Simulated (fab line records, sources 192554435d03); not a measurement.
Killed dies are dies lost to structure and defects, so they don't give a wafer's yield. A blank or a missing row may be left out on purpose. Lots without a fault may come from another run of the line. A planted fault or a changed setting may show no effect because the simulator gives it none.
Chamber matching | flow n5_finfet | N5_BEOL_M7_ALD_77 on ald_metal-03: 4 sister chambers
The step deposits TaN, target thk 2 nm, pulse time 2 s, purge time 3 s. 8 wafers are shown with their chamber, then 10 later ones without.

WAFERS WITH THEIR CHAMBER
wafer  | chamber | heater_power_w (W) | precursor_vessel_temp_c (C)
L074.5 | 1       | 436                | 75.12
L078.1 | 2       | 458                | 74.86
L081.6 | 2       | 465                | 75.09
L080.3 | 3       | 436                | 75.26
L080.4 | 0       | 440                | 75.00
L080.6 | 3       | 454                | 75.08
L084.1 | 0       | 439                | 74.92
L084.3 | 1       | 449                | 74.93

WAFERS WITHOUT THEIR CHAMBER
wafer  | heater_power_w (W) | precursor_vessel_temp_c (C)
L084.4 | 441                | 75.08
L087.2 | 459                | 75.05
L087.5 | 438                | 74.92
L087.6 | 460                | 75.15
L092.3 | 426                | 75.13
L092.4 | 399                | 75.01
L092.5 | 394                | 75.21
L093.1 | 389                | 75.07
L093.2 | 437                | 74.91
L093.5 | 400                | 74.79

WHICH CHAMBER EACH WENT THROUGH
wafer  | from the rows above               | in truth
L084.4 | can't be placed: 1 or 3 or 0      | 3
L087.2 | can't be placed: 2 or 3 or 1 or 0 | 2
L087.5 | can't be placed: 0 or 1 or 3      | 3
L087.6 | can't be placed: 2 or 3 or 1 or 0 | 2
L092.3 | can't be placed: 0 or 1 or 3      | 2
L092.4 | can't be placed: 0 or 1 or 3      | 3
L092.5 | can't be placed: 0 or 1 or 3      | 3
L093.1 | can't be placed: 0 or 1 or 3      | 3
L093.2 | can't be placed: 0 or 1 or 3      | 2
L093.5 | can't be placed: 0 or 1 or 3      | 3
Placed correctly: 0 of 10. Can't be placed from these rows: 10 (the true chamber is among the candidates in 8). Placed wrongly: 0.
How it was worked out, from the rows above alone: a wafer's distance from a chamber is the root of the sum, over the readings, of the square of ((its reading less the chamber's mean) divided by the reading's scatter). The wafer belongs to the nearest chamber; if the next one is less than 2 further off, it can't be placed. A chamber's mean is the mean of its shown wafers. The scatter: the root of (the sum of the squares of (reading less its chamber's mean) over the shown wafers, divided by (wafers less chambers)).
